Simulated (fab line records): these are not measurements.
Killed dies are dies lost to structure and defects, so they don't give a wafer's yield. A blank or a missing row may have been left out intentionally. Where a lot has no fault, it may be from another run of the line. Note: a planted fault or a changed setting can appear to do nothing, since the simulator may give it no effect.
fab line records	flow n5_finfet	part 1 of 2: steps 1 to 4 of 6
record: lots: 23	wafers: 69	last_day: 17
route steps=1938 shown BEOL_M5@1169 BEOL_M6@1195
lots that met no fault: taken from a fault-free run of the same line
start_h: the number of hours between the record's first day and the start of the first shown wafer of the lot	wait_h: hours from the lot's prior step to this one	" repeats the value in the row above	L1.1+2: several wafers, shown together as one row	- either no value or no given start	* or withheld: withheld	< > ~ a bound
route shown NAME@n: names a module that has steps shown in the file, with the first one's number in the route	usual: mean and standard deviation over wafers with no fault	same: alike in all rows	chamber/n: place in a boat	sites: readings site by site	_std_site: their standard deviation	_edge_site: the outer-site mean with the inner-site mean subtracted	radius_mm: how far each site lies from the wafer's centre	mask NAME#n: copy n	behind: tool/chamber where the wafer was last shaped	hold: the reason the lot was held/the length of the hold in hours/how it ended	device: whichever transistor did not switch (one of n, p or np)	end of line: tests run on the same wafers once the route is complete	a step given without rows: its recipe and nothing more	killed: the dies lost at the first sort to structure and to defects; this is not the yield of the wafer	map: dies across one wafer; x = killed, . = not, _ = none there
set.NAME: the setting the step ran with; set.NAME@STEP: the setting that earlier step ran with	model.NAME: the simulator's own value behind a step, which no gauge read
a sample of lots followed through the steps of the route, with each step as a table and each wafer as a row
services: when a tool's chamber went out of use (start_h, in hours from the record's first day, below 0 if earlier), for how many hours, and the reason
== steps ==
step: N5_BEOL_M5_CURE_80
recipe: temp_c: 370	time_s: 120	ambient: DMADMS/He	material: SiCOH_lowk
usual: lamp_power_pct: 52.31/0.052	wafer_temp_C_max: 371.6/0.67
lot.wafer	tool	chamber	start_h	wait_h	lamp_power_pct	wafer_temp_C_max
L074.3	uv_cure-01	2	168.14	0.1	52.34	372.3
L074.4	"	2	"	"	52.37	371.9
L074.5	"	2	"	"	52.31	372.5
L075.1	uv_cure-02	1	172.66	0.0	52.25	371.5
L075.2	"	1	"	"	52.39	371.3
L075.3	"	1	"	"	52.32	371.1
L076.2	uv_cure-02	0	187.67	0.1	52.31	372.3
L076.3	"	0	"	"	52.33	371.4
L076.6	"	0	"	"	52.41	371.5
L077.1	uv_cure-03	0	188.32	0.0	52.35	371.6
L077.3	"	0	"	"	52.39	371.7
L077.6	"	0	"	"	52.34	371.5
L078.1	uv_cure-03	2	190.23	0.0	52.33	371.3
L078.5	"	2	"	"	52.30	370.8
L078.6	"	2	"	"	52.41	371.4
L079.3	uv_cure-01	1	193.48	0.1	52.41	372.1
L079.4	"	1	"	"	52.37	372.1
L079.5	"	1	"	"	52.28	371.9
L080.2	uv_cure-02	1	197.30	0.1	52.27	371.6
L080.4	"	1	"	"	52.38	372.3
L080.6	"	1	"	"	52.24	371.7
L081.2	uv_cure-02	2	215.24	0.1	52.30	373.4
L081.3	"	2	"	"	52.28	374.0
L081.4	"	2	"	"	52.40	373.3
L082.2	uv_cure-01	2	221.40	0.3	52.35	372.7
L082.3	"	2	"	"	52.26	371.9
L082.6	"	2	"	"	52.27	371.7
L083.1	uv_cure-01	1	228.22	0.0	52.27	371.6
L083.4	"	1	"	"	52.28	371.6
L083.5	"	1	"	"	52.32	371.6
L084.1	uv_cure-01	0	230.84	0.0	52.29	371.1
L084.3	"	0	"	"	52.30	370.6
L084.6	"	0	"	"	52.27	370.9
L086.1	uv_cure-03	2	247.70	0.0	52.38	370.7
L086.3	"	2	"	"	52.33	370.9
L086.4	"	2	"	"	52.36	371.1
L088.1	uv_cure-01	2	248.20	0.0	52.39	372.1
L088.4	"	2	"	"	52.37	371.7
L088.5	"	2	"	"	52.27	371.1
L087.1	uv_cure-01	0	253.90	0.0	52.34	370.6
L087.2	"	0	"	"	52.30	370.8
L087.3	"	0	"	"	52.34	370.7
L089.2	uv_cure-03	2	264.53	0.1	52.27	371.1
L089.5	"	2	"	"	52.28	370.8
L089.6	"	2	"	"	52.29	371.4
L090.2	uv_cure-03	0	274.42	0.1	52.33	372.5
L090.3	"	0	"	"	52.23	371.7
L090.5	"	0	"	"	52.28	371.5
L091.1	uv_cure-02	1	276.28	0.1	52.33	371.5
L091.3	"	1	"	"	52.34	370.9
L091.5	"	1	"	"	52.25	371.2
L092.2	uv_cure-01	2	280.35	0.1	52.32	371.6
L092.4	"	2	"	"	52.35	371.3
L092.5	"	2	"	"	52.28	372.3
L093.3	uv_cure-01	0	287.21	0.4	52.25	370.8
L093.5	"	0	"	"	52.29	370.9
L093.6	"	0	"	"	52.21	370.7
L094.2	uv_cure-02	1	290.68	0.1	52.33	371.8
L094.4	"	1	"	"	52.29	371.9
L094.6	"	1	"	"	52.31	371.7
L095.1	uv_cure-01	1	298.39	0.0	52.35	372.1
L095.2	"	1	"	"	52.27	371.3
L095.4	"	1	"	"	52.31	372.1
L096.1	uv_cure-01	2	304.99	0.0	52.34	371.6
L096.5	"	2	"	"	52.39	371.5
L096.6	"	2	"	"	52.28	371.7
L097.2	uv_cure-02	0	307.52	0.1	52.23	371.6
L097.5	"	0	"	"	52.37	371.8
L097.6	"	0	"	"	52.24	372.4
step: N5_BEOL_M5_CMP_52
recipe: stop_on: SiCOH_lowk	t_overpolish_s: 6.9	down_force_psi: 1	platen_rpm: 50	clearing_platen_down_force_psi: 1.5	clearing_platen_rpm: 50	post_cmp_clean: cu_alkaline	target_thk_nm: 62	clearing_platen_pad_velocity_m_s: 0.99484	pad_velocity_m_s: 0.99484
usual: barrier_field_endpoint_s: 24.6/0.88	edge_zone_pressure_frac: 1.000/0.005	motor_current_A: 6.2/0.55	overpolish_run_s: 6.900/0.0088	slurry_flow_ml_min: 150.0/0.47	time_to_endpoint_s: 64/4.2
lot.wafer	tool	chamber	start_h	wait_h	barrier_field_endpoint_s	edge_zone_pressure_frac	motor_current_A	overpolish_run_s	slurry_flow_ml_min	time_to_endpoint_s
L074.3	cmp-01	1	174.46	0.2	23.8	0.997	6.7	6.907	150.0	62
L074.4	"	0	"	"	25.3	1.001	6.1	6.896	150.4	63
L074.5	"	2	"	"	25.0	0.998	6.8	6.899	150.9	68
L075.2	cmp-04	3	181.33	0.2	23.4	0.996	5.8	6.907	149.5	59
L075.3	"	0	"	"	24.2	1.005	7.1	6.895	150.1	64
L075.1	"	2	"	"	24.6	1.004	6.6	6.916	150.1	62
L076.3	cmp-01	1	193.40	0.2	24.2	1.004	6.7	6.891	150.5	64
L076.2	"	3	"	"	25.7	1.006	6.5	6.915	149.8	72
L076.6	"	0	"	"	25.6	1.001	6.6	6.900	150.9	67
L077.3	cmp-04	0	194.38	0.3	25.0	1.009	6.6	6.896	150.3	66
L077.1	"	2	"	"	24.8	1.009	6.6	6.910	150.5	62
L077.6	"	0	"	"	25.5	1.007	6.9	6.899	149.7	63
L078.1	cmp-04	2	196.72	0.5	24.3	1.000	6.4	6.914	149.4	64
L078.6	"	2	"	"	25.0	0.999	6.6	6.909	149.9	64
L078.5	"	3	"	"	23.6	1.000	5.5	6.892	149.9	57
L079.4	cmp-01	3	199.84	0.3	26.3	1.002	6.3	6.901	149.4	71
L079.3	"	2	"	"	25.2	1.000	7.0	6.898	149.5	69
L079.5	"	0	"	"	25.4	0.996	6.1	6.901	150.2	66
L080.4	cmp-01	0	203.56	0.2	25.8	1.003	6.0	6.894	150.0	69
L080.2	"	1	"	"	23.9	1.002	6.9	6.906	150.6	62
L080.6	"	3	"	"	26.1	1.007	6.2	6.908	149.7	72
L081.2	cmp-04	2	221.80	0.3	25.2	1.003	6.7	6.886	150.8	68
L081.4	"	3	"	"	24.6	0.999	5.7	6.905	150.3	63
L081.3	"	0	"	"	24.7	1.003	6.9	6.904	150.3	66
L082.3	cmp-04	1	229.00	0.2	24.8	0.994	5.2	6.914	149.9	62
L082.2	"	2	"	"	24.1	1.000	6.4	6.908	150.0	67
L082.6	"	3	"	"	25.2	0.996	5.5	6.888	150.4	65
L084.3	cmp-01	2	237.11	0.3	24.6	1.002	7.2	6.900	149.9	68
L084.1	"	1	"	"	23.6	0.996	7.0	6.916	151.0	60
L084.6	"	2	"	"	24.6	0.996	6.8	6.890	150.6	64
L083.4	cmp-01	3	241.68	0.2	24.5	1.004	6.5	6.904	149.9	66
L083.1	"	0	"	"	23.8	0.998	6.0	6.885	149.6	61
L083.5	"	2	"	"	25.0	1.005	6.7	6.900	150.4	64
L088.1	cmp-01	3	254.51	0.3	24.5	0.999	6.3	6.911	150.6	68
L088.4	"	0	"	"	23.6	0.990	6.4	6.897	150.4	61
L088.5	"	0	"	"	24.4	0.997	6.2	6.895	151.0	61
L086.3	cmp-01	1	254.77	0.2	23.9	0.992	6.3	6.893	150.0	59
L086.4	"	2	"	"	24.7	0.996	6.8	6.918	150.3	63
L086.1	"	3	"	"	25.3	1.000	6.6	6.899	149.7	67
L087.2	cmp-04	3	260.46	0.2	25.5	0.996	5.7	6.905	150.1	66
L087.3	"	0	"	"	26.8	0.993	6.8	6.901	150.2	70
L087.1	"	2	"	"	25.6	0.995	6.8	6.903	149.7	70
L089.2	cmp-01	3	270.51	0.3	25.8	0.992	6.1	6.891	150.1	72
L089.5	"	1	"	"	24.1	1.000	6.8	6.894	151.0	59
L089.6	"	2	"	"	25.7	0.996	6.8	6.901	149.8	71
L090.3	cmp-04	3	280.74	0.2	24.0	1.001	5.8	6.900	149.8	61
L090.2	"	0	"	"	24.3	1.001	6.2	6.890	149.9	63
L090.5	"	2	"	"	24.3	0.999	6.7	6.893	148.7	66
L091.3	cmp-01	3	284.28	0.2	26.4	1.001	6.2	6.898	149.9	72
L091.1	"	2	"	"	26.0	1.015	6.8	6.903	150.7	71
L091.5	"	0	"	"	24.5	0.994	6.4	6.898	149.4	69
L092.2	cmp-04	1	289.03	0.2	23.9	1.006	5.3	6.911	149.6	61
L092.4	"	3	"	"	23.9	0.994	5.6	6.914	149.9	61
L092.5	"	1	"	"	23.4	1.002	5.1	6.901	149.3	61
L093.3	cmp-04	0	293.85	0.2	24.8	0.999	6.9	6.891	150.3	67
L093.6	"	2	"	"	25.2	1.007	6.8	6.898	150.1	66
L093.5	"	3	"	"	24.0	0.996	5.9	6.918	150.2	61
L094.4	cmp-04	1	296.79	0.1	24.2	1.003	5.1	6.898	149.8	62
L094.2	"	2	"	"	24.5	1.001	6.6	6.901	150.3	63
L094.6	"	2	"	"	25.5	1.005	6.4	6.900	150.5	69
L095.1	cmp-04	1	305.29	0.3	22.9	1.001	5.2	6.901	149.2	60
L095.4	"	3	"	"	23.8	0.994	5.7	6.904	150.3	61
L095.2	"	0	"	"	24.9	1.009	6.4	6.908	149.5	66
L096.1	cmp-02	0	312.82	0.3	23.3	0.998	5.7	6.900	150.0	60
L096.6	"	0	"	"	23.9	0.998	5.7	6.901	149.8	63
L096.5	"	1	"	"	24.0	1.003	6.3	6.884	150.0	59
L097.2	cmp-02	2	313.99	0.2	24.5	1.004	5.3	6.901	149.0	63
L097.6	"	2	"	"	25.2	0.995	5.7	6.884	149.9	62
L097.5	"	3	"	"	26.5	1.004	5.9	6.894	149.7	71
step: N5_BEOL_M5_THK_MEAS_53
recipe: thk_meas_gauge: xrf	reads: Cu_of_BEOL_M5_ECD_50
usual: M5_THK: 63.2/2.4
lot.wafer	tool	chamber	start_h	wait_h	M5_THK[nm]
L074.3	film_metro-02	-	174.76	-	60.0
L074.4	"	-	"	"	62.9
L074.5	"	-	"	"	64.6
L075.1	film_metro-01	-	181.62	-	66.4
L075.2	"	-	"	"	62.6
L075.3	"	-	"	"	63.7
L076.2	film_metro-02	-	193.66	-	67.7
L076.3	"	-	"	"	62.1
L076.6	"	-	"	"	64.4
L077.1	film_metro-01	-	194.68	-	66.3
L077.3	"	-	"	"	62.1
L077.6	"	-	"	"	65.7
L078.1	film_metro-02	-	197.01	-	59.7
L078.5	"	-	"	"	58.1
L078.6	"	-	"	"	63.7
L079.3	film_metro-01	-	200.14	-	65.5
L079.4	"	-	"	"	64.4
L079.5	"	-	"	"	63.9
L080.2	film_metro-02	-	203.82	-	65.9
L080.4	"	-	"	"	63.4
L080.6	"	-	"	"	67.0
L081.2	film_metro-02	-	222.06	-	60.9
L081.3	"	-	"	"	58.5
L081.4	"	-	"	"	59.4
L082.2	film_metro-02	-	229.22	-	62.5
L082.3	"	-	"	"	57.6
L082.6	"	-	"	"	60.2
L084.1	film_metro-02	-	237.41	-	64.1
L084.3	"	-	"	"	65.0
L084.6	"	-	"	"	67.0
L083.1	film_metro-01	-	241.93	-	61.9
L083.4	"	-	"	"	65.4
L083.5	"	-	"	"	61.4
L088.1	film_metro-02	-	254.80	-	65.5
L088.4	"	-	"	"	64.0
L088.5	"	-	"	"	63.1
L086.1	film_metro-02	-	255.03	-	67.6
L086.3	"	-	"	"	60.7
L086.4	"	-	"	"	65.0
L087.1	film_metro-02	-	260.75	-	66.3
L087.2	"	-	"	"	61.8
L087.3	"	-	"	"	61.3
L089.2	film_metro-01	-	270.73	-	65.0
L089.5	"	-	"	"	61.1
L089.6	"	-	"	"	63.6
L090.2	film_metro-01	-	281.00	-	67.9
L090.3	"	-	"	"	60.6
L090.5	"	-	"	"	66.0
L091.1	film_metro-02	-	284.58	-	64.1
L091.3	"	-	"	"	67.1
L091.5	"	-	"	"	65.3
L092.2	film_metro-01	-	289.32	-	62.4
L092.4	"	-	"	"	64.7
L092.5	"	-	"	"	64.9
L093.3	film_metro-01	-	294.07	-	65.5
L093.5	"	-	"	"	60.0
L093.6	"	-	"	"	65.4
L094.2	film_metro-01	-	297.08	-	64.2
L094.4	"	-	"	"	63.5
L094.6	"	-	"	"	65.7
L095.1	film_metro-01	-	305.58	-	63.3
L095.2	"	-	"	"	63.8
L095.4	"	-	"	"	64.1
L096.1	film_metro-02	-	313.11	-	63.0
L096.5	"	-	"	"	61.7
L096.6	"	-	"	"	64.1
L097.2	film_metro-01	-	314.29	-	57.9
L097.5	"	-	"	"	60.6
L097.6	"	-	"	"	60.8
step: N5_BEOL_M6_CURE_74
recipe: temp_c: 385	time_s: 240	ambient: He/Ar	material: SiCOH_lowk
usual: lamp_power_pct: 52.32/0.057	wafer_temp_C_max: 386.8/0.8
lot.wafer	tool	chamber	start_h	wait_h	lamp_power_pct	wafer_temp_C_max
L074.3	uv_cure-01	0	175.30	0.2	52.31	386.4
L074.4	"	0	"	"	52.30	386.0
L074.5	"	0	"	"	52.41	386.0
L075.1	uv_cure-02	0	182.02	0.0	52.30	387.0
L075.2	"	0	"	"	52.35	386.8
L075.3	"	0	"	"	52.33	386.2
L076.2	uv_cure-03	2	194.12	0.1	52.28	386.4
L076.3	"	2	"	"	52.39	386.1
L076.6	"	2	"	"	52.38	386.4
L077.1	uv_cure-01	0	195.08	0.1	52.28	386.1
L077.3	"	0	"	"	52.27	386.0
L077.6	"	0	"	"	52.30	386.1
L078.1	uv_cure-03	2	197.48	0.1	52.30	385.9
L078.5	"	2	"	"	52.27	385.9
L078.6	"	2	"	"	52.34	385.8
L079.3	uv_cure-02	1	200.71	0.2	52.24	386.4
L079.4	"	1	"	"	52.33	387.1
L079.5	"	1	"	"	52.34	386.8
L080.2	uv_cure-02	0	204.50	0.1	52.38	387.3
L080.4	"	0	"	"	52.35	386.7
L080.6	"	0	"	"	52.40	386.9
L081.2	uv_cure-01	1	222.53	0.1	52.30	386.6
L081.3	"	1	"	"	52.31	386.4
L081.4	"	1	"	"	52.36	386.3
L082.2	uv_cure-01	2	229.72	0.1	52.41	386.6
L082.3	"	2	"	"	52.31	387.4
L082.6	"	2	"	"	52.27	388.5
L084.1	uv_cure-01	2	237.80	0.0	52.31	386.6
L084.3	"	2	"	"	52.40	386.1
L084.6	"	2	"	"	52.30	386.8
L083.1	uv_cure-02	2	242.32	0.0	52.37	388.4
L083.4	"	2	"	"	52.41	387.6
L083.5	"	2	"	"	52.28	390.0
L088.1	uv_cure-01	2	255.19	0.0	52.34	387.1
L088.4	"	2	"	"	52.32	388.1
L088.5	"	2	"	"	52.20	387.5
L086.1	uv_cure-02	2	255.42	0.0	52.32	389.7
L086.3	"	2	"	"	52.34	388.2
L086.4	"	2	"	"	52.41	389.2
L087.1	uv_cure-03	2	261.14	0.0	52.21	385.5
L087.2	"	2	"	"	52.30	386.1
L087.3	"	2	"	"	52.26	385.9
L089.2	uv_cure-01	2	271.30	0.1	52.38	387.1
L089.5	"	2	"	"	52.42	386.7
L089.6	"	2	"	"	52.35	387.1
L090.2	uv_cure-03	0	281.46	0.1	52.25	386.6
L090.3	"	0	"	"	52.36	386.3
L090.5	"	0	"	"	52.45	386.7
L091.1	uv_cure-01	1	284.96	0.0	52.30	387.4
L091.3	"	1	"	"	52.30	386.4
L091.5	"	1	"	"	52.18	387.2
L092.2	uv_cure-02	0	289.79	0.1	52.21	385.8
L092.4	"	0	"	"	52.30	385.9
L092.5	"	0	"	"	52.29	386.2
L093.3	uv_cure-01	2	294.62	0.2	52.31	386.9
L093.5	"	2	"	"	52.27	387.0
L093.6	"	2	"	"	52.32	387.8
L094.2	uv_cure-02	1	297.55	0.1	52.27	386.6
L094.4	"	1	"	"	52.32	386.3
L094.6	"	1	"	"	52.26	386.2
L095.1	uv_cure-01	1	306.25	0.3	52.28	386.9
L095.2	"	1	"	"	52.26	386.5
L095.4	"	1	"	"	52.34	386.7
L096.1	uv_cure-01	2	313.52	0.1	52.28	386.5
L096.5	"	2	"	"	52.39	386.6
L096.6	"	2	"	"	52.33	387.0
L097.2	uv_cure-03	1	314.75	0.1	52.35	387.1
L097.5	"	1	"	"	52.21	387.0
L097.6	"	1	"	"	52.36	387.0
